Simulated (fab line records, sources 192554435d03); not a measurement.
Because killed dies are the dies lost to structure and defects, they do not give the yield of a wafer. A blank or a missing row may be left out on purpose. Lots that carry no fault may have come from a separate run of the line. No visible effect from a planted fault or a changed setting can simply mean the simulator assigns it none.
A struck lot beside a sound one || flow n5Finfet || 16 out of 1938 route steps
Sound: the wafers L974.2, L974.3, L974.5. Struck: wafer L986.5. (L986.1, L986.6 of the same lot were not struck and are left out.) The cause comes at the end.
For every step that has rows: the tool of each side, followed by ch and its chambers, followed by its first start. Under that, the readings that differ: sound wafers || struck wafers || difference of the means || sigmas: that difference in standard deviations of wafers without a fault.
alike: readings with means less than 2 such deviations apart, plus words and numbers identical on both sides. not compared: withheld readings, readings lacking a value on some wafer, bounds such as >300 that could conceal the same value, and numbers that have no deviation in the record and whose values overlap.
The two part at a step that has a row with sigmas, a row that says differs or no value, or rows on one side only. When numbers do not overlap yet have no deviation, they are printed without sigmas and do not part them. A reading that every wafer of one side lacks parts them only if that side has two wafers or more.

N5_HKMG_FIN_STRIP_93: strips SOC in N2/H2, time 20 s.
  sound on rieDiel-03 ch 1,3, day 3 22:38; struck on rieDiel-04 ch 2, day 7 00:38
{"reading": "oesProductAu (a.u.)", "sound": "0.86 0.82 0.86", "struck": 0.69, "difference": -0.16, "sigmas": -2}
{"reading": "showerheadPlenumPTorr (Torr)", "sound": "3.25 3.22 3.25", "struck": 3.48, "difference": "+0.24", "sigmas": "+2"}
{"reading": "throttleValvePct (%)", "sound": "18.9 18.5 18.9", "struck": 19.5, "difference": "+0.7", "sigmas": "+2"}
  alike: drypumpMotorCurrentA, powerW, rfVppV
  not compared: rfHoursCounterH
then, 1 step without rows for these wafers: N5_HKMG_FIN_WET_ETCH_76 (etches Al2O3 in dNH4OH, stops on La2O3, target depth 2.25 nm, rinse time 30 s).
N5_HKMG_FIN_STRIP_60: strips in N2/H2, time 360 s.
  sound on plasmaAsher-01 ch 0,1, day 3 22:47; struck on plasmaAsher-01 ch 0, day 7 00:50
  alike: drypumpMotorCurrentA, heaterPowerW
  not compared: rfHoursCounterH
then, 2 steps without rows for these wafers: N5_HKMG_FIN_WET_ETCH_77 (etches La2O3 in dHCl, stops on HfO2, target depth 2 nm); N5_HKMG_FIN_WET_ETCH_78 (etches Al2O3 in dNH4OH, stops on La2O3, target depth 4.5 nm, rinse time 30 s).
N5_HKMG_FIN_ALD_79: deposits TiN, target thk 1.5 nm, pulse time 1 s, purge time 3 s.
  sound on aldMetal-04 ch 0,1, day 3 23:16; struck on aldMetal-02 ch 3, day 7 01:20
  alike: heaterPowerW, precursorPulseHeightRel, susceptorTempC
  not compared: aldCycles
N5_HKMG_FIN_CVD_62: deposits a-Si from Si2H6, target thk 3 nm, time 20.8 s.
  sound on thermalCvdSi-02 ch 0,2, day 3 23:38; struck on thermalCvdSi-02 ch 0, day 7 01:41
  alike: heaterPowerW, susceptorTempC
then, 5 steps without rows for these wafers: N5_HKMG_FIN_RTA_80 (time 2 s); N5_HKMG_FIN_PRECLEAN_64 (cleans in dHF, time 30 s); N5_HKMG_FIN_WET_ETCH_65 (etches a-Si in TMAH, stops on TiN, time 49 s, target depth 3 nm); N5_HKMG_FIN_WET_ETCH_81 (etches TiN in SC1, stops on HfO2, time 57 s, target depth 6 nm); N5_HKMG_FIN_WET_ETCH_82 (etches La2O3 in dHCl, stops on HfO2, target depth 2 nm, rinse time 30 s).
N5_HKMG_FIN_ALD_36: deposits TiN, target thk 1 nm, pulse time 1 s, purge time 3 s.
  sound on aldMetal-02 ch 0,3, day 4 00:02; struck on aldMetal-02 ch 1, day 7 02:05
{"reading": "aldCycles", "sound": "47 47 47", "struck": 49, "difference": "+2", "sigmas": ""}
  alike: heaterPowerW, precursorPulseHeightRel, susceptorTempC
N5_HKMG_FIN_THK_MEAS_70: measures by xrf.
  sound: filmMetro-01 at day 4 00:19; struck: filmMetro-02 at day 7 02:22
  alike: HK_THK
-- record jumps: 6 days separate the struck wafers' starts on either side; left off in module HKMG_FIN, taken up again in module BEOL_M4, whose first shown step is the route's number 1111 --
N5_BEOL_M4_RC_MEAS_101:
  sound on prober-02 ch 0, day 10 21:08; struck on prober-02 ch 0, day 13 09:08
  alike: DIBL_N, DIBL_P, IOFF_N, IOFF_P, ION_N, ION_P, SS_N, SS_P, VT_N, VT_P
-- here the record skips 6 days between the struck wafers' starts before and after, leaving off in module BEOL_M4 and picking up in module PASSIVATION (first step shown: number 1936 of the route) --
N5_PASSIVATION_PROBE_49:
  sound: prober-02 at day 15 20:47; struck: prober-02 at day 18 21:20
  alike: defectLimitedYield, killed_at_M0_to_M3, killed_at_M4_up, killedAtContacts, killedAtFrontEnd, killedAtOther, killedDies, killedOpen, killedShort, sort_bin_5_function, sort_bin_6_memory, sortNPass, sortYieldPct

WHERE THEY PART
Within this record, at N5_HKMG_FIN_STRIP_93 only. Later steps at which nothing parts them and some readings are alike: N5_HKMG_FIN_STRIP_60, N5_HKMG_FIN_ALD_79, N5_HKMG_FIN_CVD_62, N5_HKMG_FIN_ALD_36, N5_HKMG_FIN_THK_MEAS_70, N5_BEOL_M4_RC_MEAS_101, N5_PASSIVATION_PROBE_49.

WHY: what the simulator had put in
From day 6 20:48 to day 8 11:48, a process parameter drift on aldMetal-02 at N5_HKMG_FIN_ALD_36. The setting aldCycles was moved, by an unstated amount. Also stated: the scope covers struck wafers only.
